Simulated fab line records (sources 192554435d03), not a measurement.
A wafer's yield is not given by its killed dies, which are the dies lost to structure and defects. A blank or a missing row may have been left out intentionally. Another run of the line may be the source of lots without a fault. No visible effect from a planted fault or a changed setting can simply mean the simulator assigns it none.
fab line records -- flow n5_finfet
[record] lots = 6, wafers = 17, last_day = 16
route steps=1938 shown BEOL_M0_SAQP@655 BEOL_M4@1111 PASSIVATION@1936
lots untouched by any fault: they come from a run of this same line in which no faults occurred
start_h: hours from the record's first day to the start of the lot's first wafer shown -- wait_h: time in hours since the lot's previous step -- " unchanged from the row above -- L1.1+2: a row that stands for several wafers -- - no value, or no start was given -- * or withheld: withheld -- < > ~ a bound
route shown NAME@n: a module of which the file shows steps, and the number in the route of the first -- usual: mean and standard deviation over wafers with no fault -- same: alike in all rows -- chamber/n: place in a boat -- sites: per-site readings -- _std_site: standard deviation of those values -- _edge_site: mean of outer sites minus mean of inner sites -- radius_mm: how far each site lies from the wafer's centre -- mask NAME#n: copy n -- behind: the most recent tool/chamber to have shaped the wafer -- hold: the reason the lot was held/the length of the hold in hours/how it ended -- device: transistor that didn't switch, given as n, p or np -- end of line: tests of these same wafers at the route's end -- a step with no rows: only its recipe -- killed: dies lost to structure and defects at the first sort, not the wafer's yield -- map: a wafer's dies, x killed, . not, _ none there
set.NAME: the setting the step ran with; set.NAME@STEP: the setting that earlier step ran with -- model.NAME: the simulator's own value behind a step, which no gauge read
a table for each step, a row for each wafer; lots at some steps of the route
services: when a tool's chamber went out of use (start_h, in hours from the record's first day, below 0 if earlier), for how many hours, and the reason
[[steps]]
[step N5_BEOL_M0_SAQP_STRIP_80]
[recipe] chemistry = N2/H2, temp_c = 40, n2_flow_sccm = 200, h2_flow_sccm = 200, rf_frequency_hz = 6e+07
[step N5_BEOL_M0_SAQP_HM_OPEN_112]
[recipe] chemistry = CHF3/O2, target = SiO2, stop_on = a-Si, target_depth_a = 120, over_etch_frac = 1.25, mask_material = SOC, time_s = 13.5, pressure_mtorr = 30, source_w = 650, bias_w = 170, Ar_flow_sccm = 200, CHF3_flow_sccm = 50, O2_flow_sccm = 5, ion_energy_ev = 200, ends = end_point
[usual] drypump_motor_current_A = 5.7/0.54, oes_ar_750_au = 0.79/0.072, oes_product_au = 0.51/0.047, rf_vpp_V = 522/11, showerhead_plenum_p_Torr = 2.41/0.083, throttle_valve_pct = 18.74/0.23
lot.wafer,tool,chamber,start_h,wait_h,drypump_motor_current_A,oes_ar_750_au,oes_product_au,rf_hours_counter_h,rf_vpp_V,showerhead_plenum_p_Torr,throttle_valve_pct
L465.1,rie_diel-05,1,117.51,0.0,6.1,0.85,0.55,42,523,2.54,18.53
L465.3,rie_diel-05,3,117.51,0.0,5.7,0.72,0.47,194,536,2.49,18.56
L465.4,rie_diel-05,2,117.51,0.0,6.8,0.84,0.55,86,524,2.51,18.26
L470.1,rie_diel-03,2,150.32,0.0,5.1,0.77,0.49,149,518,2.32,18.81
L470.3,rie_diel-03,0,150.32,0.0,5.9,0.72,0.49,155,540,2.41,18.96
L470.5,rie_diel-03,1,150.32,0.0,6.1,0.90,0.60,-,527,2.35,18.58
L471.3,rie_diel-05,3,153.33,0.0,5.8,0.72,0.47,204,537,2.49,18.56
L471.5,rie_diel-05,3,153.33,0.0,5.8,0.71,0.47,-,535,2.49,18.58
L471.6,rie_diel-05,0,153.33,0.0,5.6,0.80,0.50,-,502,2.24,18.77
L477.3,rie_diel-03,3,193.59,0.0,5.4,0.72,0.47,234,508,2.47,18.83
L477.5,rie_diel-03,3,193.59,0.0,5.4,0.71,0.46,-,508,2.47,18.84
L477.6,rie_diel-03,0,193.59,0.0,5.9,0.71,0.48,-,540,2.41,18.96
L482.2,rie_diel-05,1,223.18,0.0,6.1,0.82,0.54,72,522,2.53,18.59
L482.3,rie_diel-05,3,223.18,0.0,5.8,0.71,0.46,223,536,2.48,18.60
L482.4,rie_diel-05,2,223.18,0.0,6.8,0.81,0.52,115,522,2.50,18.30
L484.1,rie_diel-03,3,229.92,0.0,5.4,0.71,0.46,245,508,2.47,18.84
L484.5,rie_diel-03,3,229.92,0.0,5.4,0.70,0.46,-,508,2.47,18.85
[step N5_BEOL_M0_SAQP_STRIP_113]
[recipe] chemistry = CHF3/O2, resist = SiARC, rf_frequency_hz = 6e+07
[step N5_BEOL_M0_SAQP_MANDREL_ETCH_20]
[recipe] target_depth_a = 600, chemistry = HBr/Cl2, target = a-Si, stop_on = SiNx, bt_time_s = 10, mask_material = SOC, over_etch_frac = 0.5, time_s = 30, pressure_mtorr = 10, icp_w = 800, bias_w = 75, HBr_flow_sccm = 150, Cl2_flow_sccm = 80, ends = end_point
[usual] drypump_motor_current_A = 5.6/0.53, oes_product_au = 0.771/0.015, throttle_valve_pct = 35.4/0.43
lot.wafer,tool,chamber,start_h,wait_h,drypump_motor_current_A,oes_product_au,rf_hours_counter_h,throttle_valve_pct
L465.1,rie_si-06,0,117.59,0.0,5.3,0.779,20,35.6
L465.3,rie_si-06,2,117.59,0.0,4.9,0.790,111,35.6
L465.4,rie_si-06,1,117.59,0.0,6.2,0.750,79,35.2
L470.1,rie_si-01,3,150.41,0.0,5.3,0.755,77,35.3
L470.3,rie_si-01,2,150.41,0.0,5.5,0.765,176,35.5
L470.5,rie_si-01,3,150.41,0.0,5.3,0.765,-,35.3
L471.3,rie_si-01,1,153.41,0.0,5.2,0.780,4,34.5
L471.5,rie_si-01,1,153.41,0.0,5.2,0.779,-,34.5
L471.6,rie_si-01,2,153.41,0.0,5.6,0.761,-,35.5
L477.3,rie_si-06,3,193.67,0.0,5.1,0.774,72,35.9
L477.5,rie_si-06,2,193.67,0.0,4.9,0.798,-,35.6
L477.6,rie_si-06,1,193.67,0.0,6.2,0.754,-,35.1
L482.2,rie_si-01,0,223.27,0.0,6.5,0.779,134,35.1
L482.3,rie_si-01,2,223.27,0.0,5.5,0.756,177,35.5
L482.4,rie_si-01,3,223.27,0.0,5.3,0.766,78,35.3
L484.1,rie_si-06,2,230.00,0.0,4.9,0.790,113,35.6
L484.5,rie_si-06,1,230.00,0.0,6.3,0.755,-,35.2
[step N5_BEOL_M0_SAQP_STRIP_86]
[recipe] chemistry = N2/H2, power_w = 500, temp_c = 40, pressure_mtorr = 50, rf_frequency_hz = 6e+07, overash_fraction = 0.3, bias_power_w = 28, h2_frac = 0.5, n2_flow_sccm = 300, h2_flow_sccm = 300
[usual] drypump_motor_current_A = 5.6/0.51, n2_flow_sccm = 300.0/0.94, oes_product_au = 0.78/0.075, rf_vpp_V = 121.9/1.6, showerhead_plenum_p_Torr = 3.36/0.13, throttle_valve_pct = 18.9/0.45
lot.wafer,tool,chamber,start_h,wait_h,drypump_motor_current_A,n2_flow_sccm,oes_product_au,rf_hours_counter_h,rf_vpp_V,showerhead_plenum_p_Torr,throttle_valve_pct
L465.1,rie_diel-01,2,117.69,0.1,5.0,301.0,0.70,213,122.3,3.33,19.7
L465.3,rie_diel-01,1,117.69,0.1,5.8,300.9,0.88,26,124.0,3.42,18.6
L465.4,rie_diel-01,3,117.69,0.1,5.3,300.5,0.72,187,119.7,3.23,18.8
L470.1,rie_diel-05,0,150.67,0.2,5.5,299.2,0.79,110,118.9,3.12,18.9
L470.3,rie_diel-05,1,150.67,0.2,6.1,300.7,0.84,51,122.5,3.56,18.5
L470.5,rie_diel-05,2,150.67,0.2,6.7,300.9,0.83,-,125.7,3.53,18.6
L471.3,rie_diel-03,2,153.51,0.1,5.0,299.9,0.76,150,120.1,3.20,18.3
L471.5,rie_diel-03,3,153.51,0.1,5.5,300.7,0.70,-,123.6,3.45,19.2
L471.6,rie_diel-03,2,153.51,0.1,5.1,299.8,0.76,-,120.7,3.20,18.3
L477.3,rie_diel-03,1,194.03,0.3,6.1,301.5,0.90,45,120.6,3.31,19.1
L477.5,rie_diel-03,1,194.03,0.3,6.1,300.8,0.89,-,122.1,3.31,19.1
L477.6,rie_diel-03,0,194.03,0.3,5.9,300.9,0.72,-,122.6,3.36,19.4
L482.2,rie_diel-01,0,223.37,0.1,4.9,301.0,0.85,73,121.9,3.42,19.3
L482.3,rie_diel-01,2,223.37,0.1,5.0,299.4,0.68,247,120.2,3.31,19.7
L482.4,rie_diel-01,1,223.37,0.1,5.8,299.4,0.84,-,122.0,3.40,18.6
L484.1,rie_diel-01,3,230.38,0.3,5.4,301.7,0.69,218,120.8,3.21,18.9
L484.5,rie_diel-01,2,230.38,0.3,5.0,299.9,0.68,-,120.8,3.31,19.7
[step N5_BEOL_M0_SAQP_STRIP_115]
[recipe] chemistry = post_etch_residue_remover, time_s = 60, temp_c = 25, remover_ph = withheld, remover_water_wt_pct = withheld, remover_fluoride_wt_pct = withheld
[step N5_BEOL_M0_SAQP_SRD_93]
[recipe] dry = ipa_marangoni, time_s = 30, temp_c = 23, rinse_liquid = diw
[step N5_BEOL_M0_SAQP_RECESS_114]
[recipe] chemistry = HF/NH3, target = SiO2, target_depth_a = 144, afs_cycles = 3, temp_c = 30, sublimation_temp_c = 180, sublimation_time_s = 60
[step N5_BEOL_M0_SAQP_SPACER1_ALD_98]
[recipe] material = SiO2, target_thk_a = 128, temp_c = 300, ald_precursor_family = BDEAS, ald_co_reactant = O2-plasma, pulse_time_s = 1, purge_time_s = 2, co_reactant_purge_time_s = 2, ald_cycles = 138, pressure_torr = 2
[usual] heater_power_w = 495/55, precursor_pulse_height_rel = 0.997/0.022
[same] pulse_time_s = 1
lot.wafer,tool,chamber,start_h,wait_h,heater_power_w,precursor_pulse_height_rel,since_wet_clean_h
L465.1,ald_sin-01,1,118.21,0.3,470,1.019,110
L465.3,ald_sin-01,2,118.21,0.3,367,1.021,110
L465.4,ald_sin-01,3,118.21,0.3,408,0.976,110
L470.1,ald_sin-01,1,151.26,0.3,457,1.003,143
L470.3,ald_sin-01,0,151.26,0.3,495,0.979,143
L470.5,ald_sin-01,1,151.26,0.3,460,0.996,-
L471.3,ald_sin-03,1,154.25,0.4,522,0.989,-
L471.5,ald_sin-03,1,154.25,0.4,522,1.032,-
L471.6,ald_sin-03,2,154.25,0.4,508,1.010,-
L477.3,ald_sin-03,0,194.55,0.1,577,0.999,291
L477.5,ald_sin-03,3,194.55,0.1,528,1.018,-
L477.6,ald_sin-03,0,194.55,0.1,596,1.022,-
L482.2,ald_sin-03,0,223.88,0.3,588,0.952,320
L482.3,ald_sin-03,1,223.88,0.3,521,1.016,320
L482.4,ald_sin-03,3,223.88,0.3,542,1.014,320
L484.1,ald_sin-03,2,231.26,0.6,498,1.006,328
L484.5,ald_sin-03,3,231.26,0.6,537,0.975,-
[step N5_BEOL_M0_SAQP_SPACER1_ETCHBACK_99]
[recipe] chemistry = CHF3/O2, mode = anisotropic_etchback, target = SiO2, target_depth_a = 154, time_s = 7.7, pressure_mtorr = 30, source_w = 650, bias_w = 170, Ar_flow_sccm = 200, CHF3_flow_sccm = 50, O2_flow_sccm = 5, ion_energy_ev = 200
[step N5_BEOL_M0_SAQP_MANDREL1_REMOVE_100]
[recipe] chemistry = HBr/Cl2/O2, bt_time_s = 10, target = a-Si, stop_on = SiNx, endpoint = OES-SiCl, over_etch_frac = 0.85, icp_w = 600, bias_w = 30, HBr_flow_sccm = 150, Cl2_flow_sccm = 80, O2_flow_sccm = 5, pressure_mtorr = 10
[usual] drypump_motor_current_A = 5.4/0.53, oes_product_au = 0.997/0.022, throttle_valve_pct = 36.7/0.4
lot.wafer,tool,chamber,start_h,wait_h,drypump_motor_current_A,oes_product_au,rf_hours_counter_h,throttle_valve_pct
L465.1,rie_si-02,2,118.77,0.1,6.4,0.987,155,36.6
L465.3,rie_si-02,3,118.77,0.1,5.5,0.978,132,37.4
L465.4,rie_si-02,0,118.77,0.1,4.9,0.997,10,36.3
L470.1,rie_si-06,3,151.82,0.1,5.0,0.970,71,37.2
L470.3,rie_si-06,0,151.82,0.1,5.3,1.029,21,36.9
L470.5,rie_si-06,2,151.82,0.1,4.9,1.002,-,36.9
L471.3,rie_si-02,3,154.85,0.1,5.5,0.978,133,37.4
L471.5,rie_si-02,3,154.85,0.1,5.5,0.978,-,37.4
L471.6,rie_si-02,0,154.85,0.1,5.0,0.989,-,36.2
L477.3,rie_si-01,0,195.15,0.1,6.5,1.004,134,36.3
L477.5,rie_si-01,3,195.15,0.1,5.2,0.994,-,36.6
L477.6,rie_si-01,0,195.15,0.1,6.5,1.013,-,36.3
L482.2,rie_si-02,1,224.45,0.1,5.5,1.011,4,36.8
L482.3,rie_si-02,0,224.45,0.1,5.0,1.007,12,36.2
L482.4,rie_si-02,2,224.45,0.1,6.4,0.987,157,36.6
L484.1,rie_si-06,3,231.95,0.1,5.0,0.975,73,37.2
L484.5,rie_si-06,3,231.95,0.1,5.0,0.964,-,37.2
[step N5_BEOL_M0_SAQP_CD_MEAS_25]
[recipe] target_cd_nm = 13.1, landing_energy_ev = 1000, detector = se_inlens
[usual] cd_nm = 12.82/0.21
lot.wafer,tool,chamber,start_h,wait_h,cd_nm
L465.1,cd_sem-03,0,118.88,0.1,12.85
L465.3,cd_sem-03,0,118.88,0.1,12.50
L465.4,cd_sem-03,0,118.88,0.1,12.95
L470.1,cd_sem-02,0,151.93,0.1,12.93
L470.3,cd_sem-02,0,151.93,0.1,12.92
L470.5,cd_sem-02,0,151.93,0.1,12.65
L471.3,cd_sem-02,0,154.97,0.1,12.76
L471.5,cd_sem-02,0,154.97,0.1,12.51
L471.6,cd_sem-02,0,154.97,0.1,13.11
L477.3,cd_sem-02,0,195.27,0.1,13.33
L477.5,cd_sem-02,0,195.27,0.1,12.81
L477.6,cd_sem-02,0,195.27,0.1,12.63
L482.2,cd_sem-03,0,224.56,0.1,12.96
L482.3,cd_sem-03,0,224.56,0.1,12.76
L482.4,cd_sem-03,0,224.56,0.1,12.92
L484.1,cd_sem-01,0,232.06,0.1,12.67
L484.5,cd_sem-01,0,232.06,0.1,12.78
[step N5_BEOL_M0_SAQP_ETCH_101]
[recipe] chemistry = CH3F/O2, target = SiNx, mask_material = SiO2, target_depth_a = 299, time_s = 42.7, pressure_mtorr = 30, source_w = 395, bias_w = 73, Ar_flow_sccm = 150, CH3F_flow_sccm = 30, O2_flow_sccm = 20, ion_energy_ev = 120
[usual] drypump_motor_current_A = 5.7/0.53, oes_ar_750_au = 0.79/0.069, oes_product_au = 0.78/0.07, rf_vpp_V = 296/6.5, showerhead_plenum_p_Torr = 2.00/0.075, throttle_valve_pct = 16.27/0.23
lot.wafer,tool,chamber,start_h,wait_h,drypump_motor_current_A,oes_ar_750_au,oes_product_au,rf_hours_counter_h,rf_vpp_V,showerhead_plenum_p_Torr,throttle_valve_pct,model.etch.depth_nm
L465.1,rie_diel-05,1,118.92,0.0,6.1,0.87,0.85,43,297,2.11,16.02,29.32
L465.3,rie_diel-05,3,118.92,0.0,5.8,0.73,0.72,194,303,2.07,16.14,29.63
L465.4,rie_diel-05,2,118.92,0.0,6.7,0.84,0.83,87,297,2.09,15.84,30.06
L470.1,rie_diel-05,0,151.97,0.0,5.6,0.79,0.77,111,286,1.86,16.30,30.2
L470.3,rie_diel-05,2,151.97,0.0,6.8,0.83,0.83,95,299,2.09,15.85,30.44
L470.5,rie_diel-05,2,151.97,0.0,6.8,0.83,0.72,-,296,2.09,15.83,24
L471.3,rie_diel-05,1,155.00,0.0,6.1,0.85,0.85,52,296,2.10,16.04,29.57
L471.5,rie_diel-05,3,155.00,0.0,5.8,0.72,0.63,-,303,2.07,16.13,23.78
L471.6,rie_diel-05,2,155.00,0.0,6.8,0.83,0.71,-,298,2.09,15.83,24.02
L477.3,rie_diel-03,1,195.34,0.1,6.1,0.87,0.88,46,297,1.94,16.11,29.9
L477.5,rie_diel-03,0,195.34,0.1,5.9,0.71,0.73,-,306,2.00,16.51,29.23
L477.6,rie_diel-03,1,195.34,0.1,6.1,0.87,0.88,-,299,1.94,16.12,29.99
L482.2,rie_diel-01,0,224.59,0.0,4.9,0.85,0.85,74,287,2.01,16.34,30
L482.3,rie_diel-01,1,224.59,0.0,5.8,0.85,0.85,55,301,2.03,16.39,30.24
L482.4,rie_diel-01,1,224.59,0.0,5.8,0.86,0.85,-,303,2.03,16.37,30.31
L484.1,rie_diel-05,3,232.10,0.0,5.8,0.70,0.70,225,303,2.06,16.18,29.91
L484.5,rie_diel-05,3,232.10,0.0,5.7,0.70,0.70,-,305,2.06,16.19,29.81
[step N5_BEOL_M0_SAQP_ETCH_102]
[recipe] chemistry = CF4, target = SiO2, target_depth_a = 40, ion_energy_ev = 350, time_s = 4.4, pressure_mtorr = 10, icp_w = 800, bias_w = 400, cf4_flow_sccm = 80
[step N5_BEOL_M4_RC_MEAS_101]
[usual] DIBL_N = 36.3/1.6, DIBL_P = 36.2/2.1, IOFF_N = 0.16/0.031, IOFF_P = 0.21/0.034, ION_N = 673/11, ION_P = 461/7.4, SS_N = 71.6/0.55, SS_P = 73.3/0.66, VT_N = 251/3.2, VT_P = -251/3.5
lot.wafer,tool,chamber,start_h,wait_h,DIBL_N[mV/V],DIBL_P[mV/V],IOFF_N[nA/um],IOFF_P[nA/um],ION_N[uA/um],ION_P[uA/um],SS_N[mV/dec],SS_P[mV/dec],VT_N[mV],VT_P[mV]
L465.1,prober-02,0,163.10,0.0,34.0,35.9,0.15,0.20,683,466,70.8,72.9,250,-253
L465.3,prober-02,0,163.10,0.0,36.2,37.4,0.18,0.22,682,456,71.5,73.7,249,-251
L465.4,prober-02,0,163.10,0.0,36.6,39.3,0.19,0.25,669,461,71.9,73.8,247,-249
L470.1,prober-01,0,204.72,0.0,36.9,36.4,0.16,0.19,688,456,71.2,72.5,251,-254
L470.3,prober-01,0,204.72,0.0,34.4,33.3,0.12,0.16,669,458,71.0,72.1,255,-258
L470.5,prober-01,0,204.72,0.0,36.8,36.8,0.16,0.21,687,463,70.9,73.3,248,-252
L471.3,prober-01,0,209.94,0.3,37.0,35.3,0.17,0.23,684,473,71.1,73.0,247,-248
L471.5,prober-01,0,209.94,0.3,37.6,36.1,0.18,0.24,678,467,71.8,72.9,249,-249
L471.6,prober-01,0,209.94,0.3,34.1,31.9,0.12,0.17,657,455,71.0,73.2,253,-253
L477.3,prober-01,0,246.02,0.3,35.5,35.6,0.15,0.19,667,454,71.3,72.9,250,-252
L477.5,prober-01,0,246.02,0.3,35.4,35.9,0.14,0.20,669,459,71.9,72.6,250,-252
L477.6,prober-01,0,246.02,0.3,35.8,36.9,0.16,0.22,670,464,71.9,72.9,249,-250
L482.2,prober-01,0,269.09,0.2,38.2,39.2,0.19,0.24,690,466,72.3,75.1,248,-252
L482.3,prober-01,0,269.09,0.2,36.2,36.6,0.15,0.20,673,456,72.1,73.4,249,-250
L482.4,prober-01,0,269.09,0.2,36.3,36.1,0.14,0.19,660,457,72.2,73.7,254,-251
L484.1,prober-01,0,280.98,0.0,37.6,36.2,0.15,0.19,664,454,72.1,73.3,252,-252
L484.5,prober-01,0,280.98,0.0,36.0,35.4,0.13,0.19,661,454,72.1,73.5,254,-254
[step N5_PASSIVATION_PROBE_49]
[usual] defect_limited_yield = 91.5/1.5, killed_at_M0_to_M3 = 32/9.4, killed_at_M4_up = 12/5.1, killed_at_contacts = 11/7.4, killed_at_front_end = 41/11, killed_at_other = 3.4/2.5, killed_dies = 100/17, killed_open = 65/14, killed_short = 33/7, sort_bin_5_function = 4.9/0.96, sort_bin_6_memory = 3.1/0.7, sort_n_pass = 1080/17, sort_yield_pct = 91.5/1.5
[same] gross_dies = 1180, killed_at_back_side = 0, sort_bin_4_leakage[%] = 0, sort_bin_8_speed[%] = 0
lot.wafer,tool,chamber,start_h,wait_h,defect_limited_yield[%],killed_at_M0_to_M3,killed_at_M4_up,killed_at_contacts,killed_at_front_end,killed_at_other,killed_dies,killed_open,killed_short,sort_bin_5_function[%],sort_bin_6_memory[%],sort_n_pass,sort_yield_pct[%]
L470.1,prober-02,-,297.61,0.0,90.6,26,16,12,52,5,111,74,24,5.0,3.2,1069,90.6
// killed by level:class
L470.1 MOL_CONTACT_COAG:geometric_particle:open=11 STI_FIN_REVEAL:geometric_particle:open=10 HKMG_FIN:area_etch=10 BEOL_M4:geometric_particle:open=9 FIN_SAQP:geometric_particle:short=8 FIN_SAQP:geometric_particle:open=8 BEOL_M0_SAQP:geometric_particle:open=8 BEOL_M1:geometric_particle:open=6
[[services]]
tool,chamber,start_h,hours,kind
rie_diel-01,-,105.87,0.6,repair
ald_sin-01,2,137.36,3.6,repair
rie_diel-01,1,140.00,12.9,repair
ald_sin-03,0,150.53,8.9,repair
rie_diel-05,-,159.79,0.5,repair
rie_si-06,1,175.01,2.2,repair
rie_diel-03,0,181.89,7.9,repair
rie_si-02,0,182.12,4.4,repair
rie_si-06,0,186.43,1.6,repair
rie_si-01,-,189.86,0.9,repair
rie_diel-01,-,191.85,2.8,pm
rie_diel-01,3,211.88,14.8,repair
rie_diel-01,2,230.42,-,clean
rie_diel-01,2,230.42,-,consumable_replace:focus_ring
rie_diel-01,2,230.42,13.2,scheduled_down
rie_diel-01,2,230.42,13.2,vent_cycle
rie_diel-03,3,232.01,2.0,repair
[[key]]
first_sign none at tools or gauges
[model_effect] step = N5_BEOL_M0_SAQP_ETCH_101, value = etch.depth_nm, without = 30.38, struck = 23.93
met_at N5_BEOL_M0_SAQP_ETCH_101
struck_wafers L470.5,L471.5,L471.6
[baseline_loss] step = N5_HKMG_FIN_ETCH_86, wafers = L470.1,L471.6
onset_between 118.92 151.97
[fault] kind = process_parameter_drift, tool = rie_diel-05, chamber = -, onset_h = 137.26, steps = N5_BEOL_M0_SAQP_ETCH_101, channel = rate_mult, offset = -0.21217, shape = step, end_h = 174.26, scope = struck_wafers_only
// baseline_loss: these wafers lose ten dies or more at that step, a loss of the line's own and not of a fault; the sort's usual values leave them out
